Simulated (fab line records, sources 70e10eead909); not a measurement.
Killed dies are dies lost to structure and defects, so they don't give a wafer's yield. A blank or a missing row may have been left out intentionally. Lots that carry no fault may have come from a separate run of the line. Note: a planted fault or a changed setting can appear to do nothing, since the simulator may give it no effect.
A struck lot beside a sound one :: flow nand harc :: 19 out of 1159 route steps
Sound: the wafers L673.4, L673.5, L673.6. Wafers L679.3, L679.4, L679.5 were the ones struck. The cause is given at the end.
For every step that has rows: the tool of each side, followed by ch and its chambers, followed by its first start. Under that, the readings that differ: sound wafers :: struck wafers :: difference of the means :: sigmas: that difference in standard deviations of wafers without a fault.
alike: readings with means less than 2 such deviations apart, plus words and numbers identical on both sides. not compared: withheld readings, readings lacking a value on some wafer, bounds such as >300 that could conceal the same value, and numbers that have no deviation in the record and whose values overlap.
The two part at a step that has a row with sigmas, a row that says differs or no value, or rows on one side only. When numbers do not overlap yet have no deviation, they are printed without sigmas and do not part them. A reading that every wafer of one side lacks parts them only if that side has two wafers or more.

NHARC_P_CONTACT_CMP_24: polishes, t overpolish 30 s, target thk 200 nm.
  sound on cmp-03 ch 1,2,3, day 7 08:29; struck on cmp-03 ch 2,3, day 8 20:54
  alike: motor current A, overpolish run s, time to endpoint s
then, 1 step without rows for these wafers: NHARC_P_CONTACT_SRD_26.
NHARC_P_CONTACT_INSPECT_27:
  sound on defect inspect-01 at day 7 08:50; struck on defect inspect-02 at day 8 21:18
  alike: raw defect count
then, 8 steps without rows for these wafers: NHARC_P_M0_DEP_00 (deposits SiOC, target thk 150 nm); NHARC_P_M0_DEHYDRATE_01 (time 120 s); NHARC_P_M0_HMDS_02 (time 30 s); NHARC_P_M0_COAT_33 (time 65 s); NHARC_P_M0_COAT_03 (resist thk 90 nm); NHARC_P_M0_SOFTBAKE_04 (time 55 s); NHARC_P_M0_EBR_05; NHARC_P_M0_EXPOSE_06 (exposes mask P M0, target cd 90 nm).
NHARC_P_M0_PEB_07: peb time 65 s.
  sound on litho track-06 ch 0, day 7 09:40; struck on litho track-06 ch 0, day 8 22:07
reading: heater power total W (W)
sound: 156.2 157.2 157.0
struck: 160.1 160.0 160.0
difference: +3.2
sigmas: +8
  alike: resist line temp C
then, 1 step without rows for these wafers: NHARC_P_M0_DEVELOP_08 (develop time 35 s).
NHARC_P_M0_CD_MEAS_09: target cd 90 nm.
  sound on cd sem-03 ch 0, day 7 09:45; struck on cd sem-01 ch 0, day 8 22:13
  alike: cd nm
NHARC_P_M0_OVL_MEAS_10: pitch 180 nm.
  sound on overlay-01 at day 7 09:50; struck on overlay-01 at day 8 22:17
  alike: overlay x nm, overlay y nm
NHARC_P_M0_INSPECT_11:
  sound on defect inspect-01 at day 7 09:52; struck on defect inspect-02 at day 8 22:20
  alike: raw defect count
NHARC_P_M0_DESCUM_14: chemistry O2, time 3 s.
  sound on rie diel-06 ch 0,1,2, day 7 09:56; struck on rie diel-07 ch 1,3, day 8 22:26
  alike: drypump motor current A, oes product au, rf vpp V, showerhead plenum p Torr, throttle valve pct
  not compared: rf hours counter h, model.P_M0.cd nm
NHARC_P_M0_ETCH_34: etches the open film in N2/H2, target depth 40 nm, overetch 12 nm, time 43.94 s.
  sound on rie diel-06 ch 0,1,2, day 7 10:01; struck on rie diel-07 ch 0,1,3, day 8 22:31
  alike: drypump motor current A, h2 flow sccm, oes product au, rf vpp V, showerhead plenum p Torr, throttle valve pct
  not compared: rf hours counter h
NHARC_END_SORT_01:
  the record has rows for the sound wafers here (prober-02 ch 0, day 22 08:20) and none for the struck ones

## WHERE THEY PART
Last at NHARC_END_SORT_01 as far as this record goes, first at NHARC_P_M0_PEB_07.

WHY: the cause the simulator had injected
Process parameters drifting: litho track-06 at NHARC_P_M0_PEB_07, beginning at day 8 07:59. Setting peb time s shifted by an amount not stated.
